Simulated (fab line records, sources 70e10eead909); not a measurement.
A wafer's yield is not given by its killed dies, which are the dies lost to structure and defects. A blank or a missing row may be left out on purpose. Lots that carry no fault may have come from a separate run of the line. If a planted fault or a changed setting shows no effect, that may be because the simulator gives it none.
fab line records	flow nandHarc
record: lots: 13	wafers: 36	lastDay: 33
route steps=1302 shown P_BONDPAD@380 A_ZERO_WELL@412 A_ONON_D1@438 END@1302
lots that met no fault: from a run of the same line without faults
startH: hours from the record's opening day to when the first of the lot's shown wafers began	waitH: time in hours since the lot's previous step	" identical to the entry in the row above	L1.1+2: several wafers, shown together as one row	- either no value or no given start	* or withheld: withheld	< > ~ a bound
route shown NAME@n: a module of which the file shows steps, and the number in the route of the first	usual: mean/standard deviation taken from wafers without a fault	same: alike in all rows	chamber/n: place in a boat	sites: each site's reading	_std_site: the values' standard deviation	_edge_site: mean of outer sites minus mean of inner sites	radiusMm: for every site, how far away it sits from the centre of the wafer	mask NAME#n: copy n	behind: tool/chamber where the wafer was last shaped	hold: why the lot went on hold/how many hours it stayed there/how the hold came to an end	device: transistor that didn't switch, given as n, p or np	end of line: at the end of the route, the tests of the same wafers	step lacking rows: just its recipe	killed: dies lost to structure and defects at the first sort, not the wafer's yield	map: dies across one wafer; x = killed, . = not, _ = none there
set.NAME: the setting the step ran with; set.NAME@STEP: the setting that earlier step ran with	model.NAME: the simulator's own value behind a step, which no gauge read
the route's steps for a sample of lots (tables are steps, rows are wafers)
services: when a tool's chamber went out of use (startH, in hours from the record's first day, below 0 if earlier), for how many hours, and the reason
== steps ==
step: NHARC_P_BONDPAD_CMP_19
recipe: tOverpolishS: 30	cuRecessTouchS: 16	targetThkNm: 160.81
usual: edgeZonePressureFrac: 1.000/0.0051	motorCurrentA: 11.7/1	overpolishRunS: 30.000/0.0089	slurryFlowMlMin: 150.0/0.47
lot.wafer	tool	chamber	startH	waitH	edgeZonePressureFrac	motorCurrentA	overpolishRunS	slurryFlowMlMin
L275.4	cmp-04	0	132.15	-	1.005	12.2	29.999	149.6
L275.2	"	1	"	"	1.009	11.8	30.015	149.7
L275.1	"	2	"	"	1.003	11.3	30.013	149.7
L277.2	cmp-01	0	150.96	-	0.997	10.5	29.994	149.4
L277.1	"	2	"	"	1.003	11.1	30.019	150.0
L277.5	"	0	"	"	0.994	11.0	29.986	150.0
L278.2	cmp-03	1	166.58	-	0.992	11.3	29.989	150.1
L278.3	"	3	"	"	0.990	12.5	29.995	149.5
L278.6	"	0	"	"	1.009	12.5	29.996	149.9
L279.1	cmp-03	0	175.45	-	1.001	12.3	29.999	149.6
L279.3	"	1	"	"	1.004	11.4	29.999	149.6
L279.5	"	0	"	"	0.995	12.7	29.995	149.5
L282.3	cmp-03	0	214.26	-	1.003	11.7	30.007	150.2
L282.4	"	3	"	"	0.990	12.6	29.994	149.6
L282.6	"	0	"	"	1.000	12.5	29.992	149.8
L283.4	cmp-03	0	217.60	-	1.004	12.8	30.011	151.0
L283.1	"	2	"	"	1.006	10.3	30.011	149.7
L283.6	"	0	"	"	0.997	12.5	30.009	150.5
L284.4	cmp-01	1	232.46	-	0.993	11.1	29.997	149.7
L284.2	"	2	"	"	1.002	11.2	29.999	150.3
L284.6	"	0	"	"	0.999	11.3	30.001	150.1
L290.1	cmp-03	3	291.25	-	1.002	12.2	30.005	150.5
L290.3	"	0	"	"	0.992	12.4	29.994	149.6
L291.3	cmp-04	0	298.06	-	0.999	12.6	30.007	150.4
L291.5	"	1	"	"	0.994	11.7	29.992	150.0
L292.4	cmp-01	1	309.19	-	0.999	10.9	30.009	149.9
L292.3	"	2	"	"	1.004	11.4	29.997	149.5
L294.3	cmp-03	2	322.18	-	0.992	11.1	29.990	149.6
L294.1	"	0	"	"	1.005	12.7	30.000	150.5
L294.2	"	1	"	"	1.003	12.0	29.982	149.7
L297.1	cmp-01	2	359.16	-	0.997	11.3	29.999	150.0
L297.2	"	0	"	"	0.998	11.1	30.009	150.4
L297.6	"	3	"	"	1.008	10.3	30.000	150.8
L298.2	cmp-04	1	367.08	-	1.011	11.8	30.012	150.5
L298.3	"	0	"	"	0.998	12.9	30.002	150.3
L298.6	"	1	"	"	1.012	12.3	30.014	149.6
step: NHARC_A_ZERO_WELL_INSPECT_17
usual: rawDefectCount: 10/5.8
lot.wafer	tool	chamber	startH	waitH	rawDefectCount
L275.1	defectInspect-02	-	135.33	0.2	7
L275.2	"	-	"	"	4
L275.4	"	-	"	"	8
L277.1	defectInspect-02	-	154.28	0.2	4
L277.2	"	-	"	"	10
L277.5	"	-	"	"	3
L278.2	defectInspect-02	-	170.01	0.1	10
L278.3	"	-	"	"	7
L278.6	"	-	"	"	12
L279.1	defectInspect-02	-	178.65	0.2	5
L279.3	"	-	"	"	17
L279.5	"	-	"	"	20
L282.3	defectInspect-02	-	217.73	0.1	8
L282.4	"	-	"	"	13
L282.6	"	-	"	"	3
L283.1	defectInspect-01	-	220.93	0.2	13
L283.4	"	-	"	"	12
L283.6	"	-	"	"	6
L284.2	defectInspect-01	-	235.91	0.3	12
L284.4	"	-	"	"	12
L284.6	"	-	"	"	7
L290.1	defectInspect-02	-	294.57	0.2	24
L290.3	"	-	"	"	16
L291.3	defectInspect-01	-	301.37	0.1	8
L291.5	"	-	"	"	11
L292.3	defectInspect-01	-	312.44	0.1	20
L292.4	"	-	"	"	29
L294.1	defectInspect-01	-	325.54	0.2	9
L294.2	"	-	"	"	10
L294.3	"	-	"	"	13
L297.1	defectInspect-01	-	362.45	0.2	17
L297.2	"	-	"	"	5
L297.6	"	-	"	"	4
L298.2	defectInspect-02	-	370.29	0.1	11
L298.3	"	-	"	"	8
L298.6	"	-	"	"	14
step: NHARC_A_ONON_D1_DEP_19
recipe: targetThkA: 10000	n2FlowSccm: 2750	n2oFlowSccm: 2000	nh3FlowSccm: 500	sih4FlowSccm: 210	tempC: 400
usual: sih4FlowSccm: 209.9/0.73
lot.wafer	tool	chamber	startH	waitH	sih4FlowSccm
L275.1	pecvdOnon-04	0	165.27	0.1	210.0
L275.2	"	0	"	"	210.0
L275.4	"	0	"	"	209.2
L277.1	pecvdOnon-04	0	187.51	0.1	210.3
L277.2	"	0	"	"	209.7
L277.5	"	0	"	"	209.3
L278.2	pecvdOnon-01	0	201.33	0.1	209.6
L278.3	"	0	"	"	209.9
L278.6	"	0	"	"	209.5
L279.1	pecvdOnon-04	0	210.97	0.1	211.6
L279.3	"	0	"	"	210.1
L279.5	"	0	"	"	211.5
L283.1	pecvdOnon-04	0	252.40	0.1	210.0
L283.4	"	0	"	"	209.0
L283.6	"	0	"	"	209.4
L282.3	pecvdOnon-01	0	252.50	0.2	210.7
L282.4	"	0	"	"	210.3
L282.6	"	0	"	"	210.5
L284.2	pecvdOnon-01	0	268.58	0.1	211.2
L284.4	"	0	"	"	210.0
L284.6	"	0	"	"	209.8
L290.1	pecvdOnon-01	0	327.24	0.1	209.9
L290.3	"	0	"	"	209.6
L291.3	pecvdOnon-01	0	333.19	0.2	208.5
L291.5	"	0	"	"	210.1
L292.3	pecvdOnon-01	0	344.86	0.2	209.5
L292.4	"	0	"	"	208.6
L294.1	pecvdOnon-02	0	355.85	0.1	210.3
L294.2	"	0	"	"	210.1
L294.3	"	0	"	"	209.5
L297.1	pecvdOnon-04	0	395.35	0.1	209.6
L297.2	"	0	"	"	210.4
L297.6	"	0	"	"	210.1
L298.2	pecvdOnon-04	0	401.60	0.1	210.1
L298.3	"	0	"	"	209.2
L298.6	"	0	"	"	209.9
step: NHARC_A_ONON_D1_THK_MEAS_21
recipe: thkMeasGauge: ellipsometry
usual: thkNm: 1001/9.4
lot.wafer	tool	chamber	startH	waitH	thkNm
L275.1	filmMetro-01	-	165.79	-	1008
L275.2	"	-	"	"	1007
L275.4	"	-	"	"	1008
L277.1	filmMetro-02	-	188.01	-	990
L277.2	"	-	"	"	989
L277.5	"	-	"	"	991
L278.2	filmMetro-01	-	201.78	-	1006
L278.3	"	-	"	"	1008
L278.6	"	-	"	"	1009
L279.1	filmMetro-01	-	211.48	-	987
L279.3	"	-	"	"	988
L279.5	"	-	"	"	990
L282.3	filmMetro-02	-	252.89	-	1009
L282.4	"	-	"	"	1006
L282.6	"	-	"	"	1008
L283.1	filmMetro-02	-	252.91	-	995
L283.4	"	-	"	"	993
L283.6	"	-	"	"	994
L284.2	filmMetro-01	-	269.03	-	999
L284.4	"	-	"	"	999
L284.6	"	-	"	"	995
L290.1	filmMetro-01	-	327.75	-	1003
L290.3	"	-	"	"	1437
L291.3	filmMetro-02	-	333.58	-	1452
L291.5	"	-	"	"	1018
L292.3	filmMetro-02	-	345.25	-	1441
L292.4	"	-	"	"	1444
L294.1	filmMetro-02	-	356.36	-	981
L294.2	"	-	"	"	982
L294.3	"	-	"	"	980
L297.1	filmMetro-02	-	395.85	-	994
L297.2	"	-	"	"	995
L297.6	"	-	"	"	993
L298.2	filmMetro-01	-	402.06	-	1002
L298.3	"	-	"	"	1005
L298.6	"	-	"	"	1004
step: NHARC_A_ONON_D1_DEP_33
recipe: targetThkA: 2000	tempC: 400	pressureTorr: 6.5	rfW: 900	teosFlowSccm: 161.4	flowSccm: 2650	targetThkNm: 200	gas: O2	material: SiO2
usual: heaterPowerW: 577/130	throttleValvePct: 15.8/0.48
lot.wafer	tool	chamber	startH	waitH	heaterPowerW	throttleValvePct
L275.1	pecvd-02	2	167.60	0.1	404	15.2
L275.2	"	0	"	"	569	15.5
L275.4	"	0	"	"	585	15.7
L277.2	pecvd-04	1	189.77	0.1	487	16.0
L277.1	"	2	"	"	514	16.4
L277.5	"	2	"	"	508	16.6
L278.3	pecvd-04	2	203.57	0.1	437	16.4
L278.2	"	0	"	"	451	16.2
L278.6	"	1	"	"	502	16.0
L279.3	pecvd-02	2	213.23	0.1	383	15.3
L279.1	"	0	"	"	575	15.4
L279.5	"	1	"	"	819	15.3
L283.1	pecvd-04	1	254.72	0.1	493	16.1
L283.6	"	0	"	"	520	16.1
L283.4	"	2	"	"	513	16.7
L282.4	pecvd-01	0	254.78	0.2	699	15.8
L282.3	"	2	"	"	578	16.4
L282.6	"	0	"	"	721	15.6
L284.2	pecvd-02	1	270.87	0.1	767	15.3
L284.4	"	2	"	"	371	15.0
L284.6	"	1	"	"	783	15.1
L290.3	pecvd-02	1	329.51	0.1	813	15.1
L290.1	"	2	"	"	386	15.1
L291.3	pecvd-01	0	335.43	0.1	816	16.4
L291.5	"	2	"	"	603	16.2
L292.3	pecvd-02	1	347.10	0.1	803	15.2
L292.4	"	0	"	"	539	15.2
L294.1	pecvd-02	2	358.13	0.1	432	15.1
L294.3	"	0	"	"	537	15.5
L294.2	"	1	"	"	838	15.2
L297.1	pecvd-02	2	397.61	0.1	432	15.3
L297.2	"	0	"	"	522	15.4
L297.6	"	1	"	"	723	15.4
L298.2	pecvd-01	2	403.86	0.1	651	16.2
L298.3	"	0	"	"	673	16.4
L298.6	"	0	"	"	692	16.5
step: NHARC_END_SORT_01
recipe: tempC: 25
usual: killedAtArray: 55/20	killedAtOther: 1.1/1.2	killedAtPeriphery: 3.8/2.8	killedDies: 60/19	killedOpen: 3.4/1.9	killedShort: 2.2/1.5
same: grossDies: 677
lot.wafer	tool	chamber	startH	waitH	killedAtArray	killedAtOther	killedAtPeriphery	killedDies	killedOpen	killedShort
L290.1	prober-02	0	705.32	2.5	79	0	4	83	4	2
L290.3	prober-02	0	706.92	3.1	671	0	6	677	3	0
L291.3	prober-01	0	706.84	3.1	673	0	4	677	3	2
L291.5	prober-01	0	708.44	3.7	65	1	5	71	6	5
L292.3	prober-01	0	737.10	3.1	665	2	10	677	3	6
L292.4	prober-01	0	737.90	3.4	666	2	9	677	1	4
killed by level:class
L290.1 A_SLIT:chamberFilmFlake=36 A_CHANNEL_HOLE_D1:chamberFilmFlake=32 A_DECK1_JOINT:geometricParticle:open=2 P_GATE:chamberFilmFlake=2 A_DECK1_JOINT:chamberFilmFlake=2 A_CONTACT:chamberFilmFlake=2 P_M0:geometricParticle:open=1 A_CHANNEL_FILL_D1:geometricParticle:short=1
L291.3 A_ONON_D1:areaDep=623 A_SLIT:chamberFilmFlake=23 A_CHANNEL_HOLE_D2:chamberFilmFlake=14 A_CONTACT:chamberFilmFlake=4 A_DECK1_JOINT:chamberFilmFlake=3 P_GATE:chamberFilmFlake=2 P_CONTACT:geometricParticle:short=1 P_CONTACT:geometricParticle:open=1
L290.3 A_ONON_D1:areaDep=596 A_CHANNEL_HOLE_D1:chamberFilmFlake=38 A_SLIT:chamberFilmFlake=29 P_GATE:chamberFilmFlake=4 A_STAIRCASE:chamberFilmFlake=3 A_CHANNEL_FILL_D1:chamberFilmFlake=2 A_DECK1_JOINT:chamberFilmFlake=2 P_GATE:geometricParticle:open=1
L291.5 A_SLIT:chamberFilmFlake=24 A_CHANNEL_HOLE_D2:chamberFilmFlake=18 A_CHANNEL_HOLE_D1:chamberFilmFlake=7 A_CONTACT:chamberFilmFlake=4 A_CHANNEL_HOLE_D2:geometricParticle:open=2 A_WL_FILL:geometricParticle:short=2 P_GATE:chamberFilmFlake=2 A_STAIRCASE:chamberFilmFlake=2
L292.3 A_ONON_D1:areaDep=606 A_CHANNEL_HOLE_D1:chamberFilmFlake=36 A_SLIT:chamberFilmFlake=8 A_CONTACT:chamberFilmFlake=5 P_ZERO_WELL:chamberFilmFlake=2 P_STI:chamberFilmFlake=2 P_CONTACT:chamberFilmFlake=2 A_WL_FILL:chamberFilmFlake=2
L292.4 A_ONON_D1:areaDep=621 A_CHANNEL_HOLE_D1:chamberFilmFlake=27 A_SLIT:chamberFilmFlake=7 P_ZERO_WELL:chamberFilmFlake=4 A_CONTACT:chamberFilmFlake=4 P_GATE:chamberFilmFlake=3 A_WL_FILL:geometricParticle:short=2 THIN_TSV:chamberFilmFlake=2
== services ==
tool	chamber	startH	hours	kind
cmp-04	-	111.00	4.0	pm
cmp-01	-	118.44	0.5	repair
pecvdOnon-04	-	130.20	13.0	pm
cmp-03	-	162.29	4.0	pm
cmp-01	-	162.73	1.2	repair
cmp-01	-	172.17	1.0	repair
cmp-01	-	177.53	4.9	repair
cmp-03	-	179.15	0.5	repair
cmp-01	-	185.52	4.0	pm
cmp-03	-	199.28	0.4	repair
pecvd-02	-	227.05	13.0	pm
cmp-03	-	260.29	4.0	pm
pecvdOnon-01	-	269.54	13.0	pm
pecvd-04	-	269.63	13.0	pm
cmp-01	-	283.52	4.0	pm
cmp-03	-	304.92	0.5	repair
pecvdOnon-04	-	311.20	13.0	pm
cmp-01	-	313.56	2.4	repair
pecvd-04	0	323.30	14.9	repair
pecvd-04	-	340.79	1.3	repair
cmp-03	-	353.47	1.7	repair
cmp-03	-	358.29	4.0	pm
pecvdOnon-04	-	363.54	1.1	repair
cmp-01	-	381.52	4.0	pm
== key ==
firstSign: step: NHARC_A_ONON_D1_THK_MEAS_21	reading: thkNm	direction: up	sigmas: 47	usual: 1001	struck: 1444
effect: step: NHARC_END_SORT_01	reading: killedDies	direction: up	sigmas: 32	usual: 60	struck: 677
moreKillsBornAt: NHARC_A_ONON_D1_DEP_19@pecvdOnon-01: 2446
metAt NHARC_A_ONON_D1_DEP_19
struckLots L290,L291,L292
struckWafers L290.3,L291.3,L292.3,L292.4
laterRowsLeftOut L290.3,L291.3,L292.3,L292.4
testerLeftOut L290,L291,L292
notActingAt NHARC_P_BONDPAD_CMP_19,NHARC_A_ZERO_WELL_INSPECT_17,NHARC_A_ONON_D1_DEP_33
onsetBetween 268.58 327.24
fault: kind: processParameterDrift	tool: pecvdOnon-01	chamber: -	onsetH: 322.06	steps: NHARC_A_ONON_D1_DEP_19	channel: targetThkA	offset: *	shape: step	endH: 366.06	scope: struckWafersOnly	actsIn: *	stated: *
testerLeftOut: of these lots the tester's yield and bins aren't shown, on N5 and GAA mostly nor the transistor test; their killed dies are dies lost to structure and defects alone, not to doping, threshold or leakage, so they don't give the yield
laterRowsLeftOut: the simulator's readings of these wafers behind a module that went badly wrong aren't trusted and aren't shown, but for the sort
